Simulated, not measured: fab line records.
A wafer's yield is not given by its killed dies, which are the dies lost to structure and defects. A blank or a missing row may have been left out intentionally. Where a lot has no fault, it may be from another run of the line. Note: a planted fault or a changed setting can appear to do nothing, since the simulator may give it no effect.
Which tool is to blame? ; flow nand_harc ; 14 lots, 40 wafers sampled, at 5 steps of a route of 1302

WHAT THE GAUGES READ, wafer by wafer
NHARC_A_START_INSPECT_01. Usual: 3.2 for raw_defect_count, sd 1.9.
lot;measured;on;raw_defect_count;flag
L715;day 6 21:50;defect_inspect-01;3 5 7;
L716;day 7 04:55;defect_inspect-01;2 1 8;
L717;day 7 14:59;defect_inspect-02;6 4 4;
L718;day 8 04:02;defect_inspect-01;4 4 5;
L719;day 8 11:58;defect_inspect-02;5 2 5;
L720;day 9 00:29;defect_inspect-01;3 1 3;
L721;day 9 06:10;defect_inspect-01;4 4 2;
L722;day 9 11:13;defect_inspect-01;3 1 0;
L723;day 9 23:21;defect_inspect-01;3 0 2;
L728;day 12 16:02;defect_inspect-02;3 6 3;
L729;day 12 17:04;defect_inspect-01;5 5 5;
L732;day 13 22:24;defect_inspect-02;6 5;
L734;day 14 21:25;defect_inspect-01;0 2;
L735;day 15 06:49;defect_inspect-01;3 2 1;

NHARC_END_SORT_01. Usual: killed_at_array 65, standard deviation 19; killed_at_other 0.9, standard deviation 1.1; killed_at_periphery 3.5, standard deviation 2.3; killed_dies 69, standard deviation 19; killed_open 3.2, standard deviation 1.8; killed_short 2.4, standard deviation 1.5.
lot;measured;on;killed_at_array;killed_at_other;killed_at_periphery;killed_dies;killed_open;killed_short;flag
L715;day 24 22:46;prober-01;55 60 59;0 0 1;4 3 2;59 63 62;2 3 2;1 2 1;
L716;day 25 01:29;prober-02;50 34 32;0 1 0;3 10 8;53 45 40;2 3 5;4 4 1;
L717;day 25 13:08;prober-01;53 61 65;0 0 0;3 7 1;56 68 66;3 5 2;3 4 4;
L718;day 25 11:32;prober-02;43 55 44;1 1 3;3 4 2;47 60 49;2 4 1;3 1 2;
L719;day 26 08:02;prober-02;69 59 75;1 1 2;3 4 1;73 64 78;1 4 5;6 6 1;
L720;day 27 03:18;prober-01;28 31 23;2 2 1;1 4 2;31 37 26;4 5 3;2 3 0;
L721;day 26 18:44;prober-01;72 86 82;0 1 0;5 4 2;77 91 84;4 4 3;2 1 1;
L722;day 27 03:19;prober-02;49 52 53;0 1 0;5 9 11;54 62 64;2 7 4;3 2 4;
L723;day 27 15:56;prober-01;63 57 66;0 1 3;5 6 5;68 64 74;2 6 2;1 1 3;
L728;day 30 18:44;prober-02;53 45 51;0 0 0;5 6 3;58 51 54;4 2 0;1 4 1;
L729;day 30 08:58;prober-01;78 70 75;0 0 0;0 3 0;78 73 75;1 5 2;0 2 5;
L732;day 31 06:25;prober-02;102 89;0 0;3 6;105 95;2 7;3 3;
L734;day 33 07:19;prober-02;86 78;2 4;5 4;93 86;2 6;1 6;
L735;day 33 11:55;prober-02;59 64 65;2 2 0;4 5 0;65 71 65;7 6 3;2 1 5;

EACH LOT AND THE TOOL THAT RAN IT (in order: tool; ch and the chambers of the sampled wafers; start)
lot;NHARC_P_BONDPAD_STRIP_15;NHARC_P_BONDPAD_ANNEAL_28;NHARC_A_ZERO_WELL_PEB_08
L715;rie_diel-07 ch 1,3, day 6 19:11;rtp_anneal-02 ch 0, day 6 20:31;litho_track-02 ch 0, day 6 22:35
L716;rie_diel-13 ch 0,2, day 7 02:11;rtp_anneal-01 ch 0, day 7 03:32;litho_track-07 ch 0, day 7 05:40
L717;rie_diel-06 ch 0,1,2, day 7 12:13;rtp_anneal-01 ch 0, day 7 13:44;litho_track-05 ch 0, day 7 15:37
L718;rie_diel-06 ch 1,2,3, day 8 01:27;rtp_anneal-02 ch 0, day 8 02:42;litho_track-02 ch 0, day 8 04:48
L719;rie_diel-06 ch 0,1,3, day 8 09:22;rtp_anneal-01 ch 0, day 8 10:37;litho_track-05 ch 0, day 8 12:44
L720;rie_diel-06 ch 1,2,3, day 8 21:50;rtp_anneal-01 ch 0, day 8 23:09;litho_track-07 ch 0, day 9 01:14
L721;rie_diel-07 ch 0,2,3, day 9 03:31;rtp_anneal-02 ch 0, day 9 04:48;litho_track-05 ch 0, day 9 06:55
L722;rie_diel-13 ch 2,3, day 9 08:37;rtp_anneal-02 ch 0, day 9 09:53;litho_track-02 ch 0, day 9 11:58
L723;rie_diel-13 ch 1,2, day 9 20:43;rtp_anneal-01 ch 0, day 9 21:59;litho_track-05 ch 0, day 10 00:06
L728;rie_diel-06 ch 0,2,3, day 12 13:24;rtp_anneal-02 ch 0, day 12 14:38;litho_track-07 ch 0, day 12 16:47
L729;rie_diel-13 ch 0,2,3, day 12 14:26;rtp_anneal-02 ch 0, day 12 15:43;litho_track-05 ch 0, day 12 17:41
L732;rie_diel-13 ch 0,2, day 13 19:48;rtp_anneal-01 ch 0, day 13 21:02;litho_track-05 ch 0, day 13 23:09
L734;rie_diel-07 ch 0,3, day 14 18:47;rtp_anneal-01 ch 0, day 14 20:16;litho_track-05 ch 0, day 14 22:10
L735;rie_diel-13 ch 1,3, day 15 03:37;rtp_anneal-02 ch 0, day 15 05:25;litho_track-05 ch 0, day 15 07:34
- NHARC_P_BONDPAD_STRIP_15: strips in O2.
- NHARC_P_BONDPAD_ANNEAL_28: time 90 s.
- NHARC_A_ZERO_WELL_PEB_08: peb time 80 s.

AS READ BY THE TOOLS THEMSELVES (means over the sampled wafers that have a number; for cases with no such wafer, the mark the record gives instead)
NHARC_P_BONDPAD_STRIP_15. Usual: drypump_motor_current_A 5.3 A, standard deviation 0.56; oes_product_au 1.000 a.u., standard deviation 0.0089; rf_vpp_V 57.7 V, standard deviation 0.92; showerhead_plenum_p_Torr 3.54 Torr, standard deviation 0.11; throttle_valve_pct 17.036 %, standard deviation 0.0091.
lot;tool;drypump_motor_current_A (A);oes_product_au (a.u.);rf_vpp_V (V);showerhead_plenum_p_Torr (Torr);throttle_valve_pct (%);flag
L715;rie_diel-07;5.0;1.005;58.3;3.43;17.024;
L716;rie_diel-13;6.0;0.997;57.7;3.58;17.038;
L717;rie_diel-06;5.2;1.001;58.5;3.59;17.033;
L718;rie_diel-06;5.0;1.006;57.9;3.61;17.039;
L719;rie_diel-06;5.0;0.999;58.2;3.50;17.031;
L720;rie_diel-06;5.0;1.010;58.2;3.61;17.036;
L721;rie_diel-07;5.3;0.999;57.6;3.57;17.040;
L722;rie_diel-13;6.2;1.000;57.2;3.59;17.032;
L723;rie_diel-13;6.0;0.999;57.1;3.56;17.040;
L728;rie_diel-06;5.2;1.008;57.9;3.53;17.029;
L729;rie_diel-13;5.7;1.005;56.6;3.57;17.031;
L732;rie_diel-13;5.8;0.990;57.8;3.57;17.047;
L734;rie_diel-07;4.9;0.990;58.2;3.54;17.038;
L735;rie_diel-13;5.3;0.995;56.5;3.51;17.037;

NHARC_P_BONDPAD_ANNEAL_28. Usual: 226.1 for wafer_temp_C_max, sd 0.35.
lot;tool;wafer_temp_C_max;flag
L715;rtp_anneal-02;225.8;
L716;rtp_anneal-01;226.5;
L717;rtp_anneal-01;226.3;
L718;rtp_anneal-02;226.0;
L719;rtp_anneal-01;226.6;
L720;rtp_anneal-01;226.2;
L721;rtp_anneal-02;225.8;
L722;rtp_anneal-02;226.0;
L723;rtp_anneal-01;226.4;
L728;rtp_anneal-02;225.7;
L729;rtp_anneal-02;226.0;
L732;rtp_anneal-01;226.2;
L734;rtp_anneal-01;226.5;
L735;rtp_anneal-02;225.8;

NHARC_A_ZERO_WELL_PEB_08. Usual: 189.8 W for heater_power_total_W, sd 0.71.
lot;tool;heater_power_total_W (W);flag
L715;litho_track-02;190.2;
L716;litho_track-07;189.8;
L717;litho_track-05;189.7;
L718;litho_track-02;189.1;
L719;litho_track-05;189.8;
L720;litho_track-07;190.3;
L721;litho_track-05;190.3;
L722;litho_track-02;190.4;
L723;litho_track-05;189.9;
L728;litho_track-07;190.2;
L729;litho_track-05;190.1;
L732;litho_track-05;205.3;OFF
L734;litho_track-05;204.3;OFF
L735;litho_track-05;209.2;OFF

THE ANSWER, worked out from the rows above alone
Rule: a lot counts as off when the mean over its wafers that have a number is more than 3 standard deviations away from the usual mean. A lot without any number at a reading at which 4 lots or more have one is off too. Any other lot the step has rows for is counted as sound. After the gauges, taken in route order, come the tools' own readings; for these a lot's mean is taken, as printed above. The first step at which some lot is off is used, and at that step the reading that is off furthest; a lot without a number counts as furthest.
Off, at NHARC_A_ZERO_WELL_PEB_08 on heater_power_total_W: L732, L734, L735.
A tool fits if, at that step or a process step before it, it ran every lot that is off, and no sound lot after the first of them. One fits: NHARC_A_ZERO_WELL_PEB_08 on litho_track-05. A fault onset in the window from L729 (day 12 17:41, its last sound lot) to L732 (day 13 23:09, its first lot off) fits.
The tool's own readings at NHARC_A_ZERO_WELL_PEB_08 bear it out: on the lots that are off they differ by more than 5 times the standard deviation of the sound lots' means. heater_power_total_W reads 206.3 W there against 190.0 W on the sound lots.

WHAT THE SIMULATOR PUT IN
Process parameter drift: litho_track-05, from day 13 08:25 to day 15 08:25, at NHARC_A_ZERO_WELL_PEB_08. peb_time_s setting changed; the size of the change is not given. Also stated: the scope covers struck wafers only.
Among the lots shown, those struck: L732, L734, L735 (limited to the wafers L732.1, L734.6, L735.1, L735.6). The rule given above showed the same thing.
